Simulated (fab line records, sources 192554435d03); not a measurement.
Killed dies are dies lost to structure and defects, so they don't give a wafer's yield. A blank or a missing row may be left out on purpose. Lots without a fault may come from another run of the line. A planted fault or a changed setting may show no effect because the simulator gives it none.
Chamber matching | flow n5_finfet | N5_BEOL_M3_ETCH_69 on rie_diel-04: 3 sister chambers
The step etches SiARC in CF4, target depth 15.6 nm, time 26 s. 16 wafers are shown with their chamber, then 7 later ones without.

WAFERS WITH THEIR CHAMBER
wafer  | chamber | throttle_valve_pct (%) | etch_rf_on_time_s (s) | oes_product_au (a.u.)
L074.3 | 3       | 15.95                  | 25.8                  | 0.61
L074.4 | 0       | 15.95                  | 27.7                  | 0.60
L074.5 | 0       | 15.94                  | 28.1                  | 0.59
L077.1 | 1       | 15.60                  | 26.7                  | 0.61
L077.3 | 3       | 15.95                  | 25.8                  | 0.61
L077.6 | 0       | 15.96                  | 27.8                  | 0.59
L079.1 | 1       | 15.59                  | 26.8                  | 0.61
L079.3 | 3       | 15.96                  | 25.4                  | 0.61
L079.5 | 1       | 15.58                  | 26.7                  | 0.61
L081.1 | 3       | 15.98                  | 25.2                  | 0.61
L081.3 | 1       | 15.60                  | 26.1                  | 0.61
L081.6 | 1       | 15.58                  | 26.4                  | 0.62
L086.2 | 0       | 15.98                  | 28.0                  | 0.59
L086.3 | 3       | 15.99                  | 25.5                  | 0.60
L086.6 | 3       | 15.98                  | 25.6                  | 0.60
L091.1 | 0       | 15.99                  | 28.0                  | 0.59

SIGNATURES (means of the wafers above)
reading            | chamber 0 | chamber 1 | chamber 3 | scatter within a chamber
throttle_valve_pct | 15.9640   | 15.5900   | 15.9683   | 0.0166
etch_rf_on_time_s  | 27.920    | 26.540    | 25.550    | 0.235
oes_product_au     | 0.5920    | 0.6120    | 0.6067    | 0.00475
Rule: a wafer's distance from a chamber is the root of the sum, over the readings, of the square of ((its reading less the chamber's mean) divided by the reading's scatter). The wafer belongs to the nearest chamber; if the next one is less than 2 further off, it can't be placed. The scatter: the root of (the sum of the squares of (reading less its chamber's mean) over the shown wafers, divided by (wafers less chambers)).

WAFERS WITHOUT THEIR CHAMBER
wafer  | throttle_valve_pct (%) | etch_rf_on_time_s (s) | oes_product_au (a.u.)
L091.4 | 16.01                  | 26.2                  | 0.59
L091.5 | 15.64                  | 26.9                  | 0.60
L092.2 | 15.63                  | 26.6                  | 0.60
L092.4 | 16.01                  | 25.8                  | 0.59
L092.6 | 16.00                  | 25.8                  | 0.59
L096.1 | 16.00                  | 25.9                  | 0.59
L096.5 | 16.01                  | 27.9                  | 0.58

WHICH CHAMBER EACH WENT THROUGH
wafer  | from the rows above | in truth
L091.4 | 3                   | 3
L091.5 | 1                   | 1
L092.2 | 1                   | 1
L092.4 | 3                   | 3
L092.6 | 3                   | 3
L096.1 | 3                   | 3
L096.5 | 0                   | 0
Placed correctly: 7 of 7. Can't be placed from these rows: 0. Placed wrongly: 0.
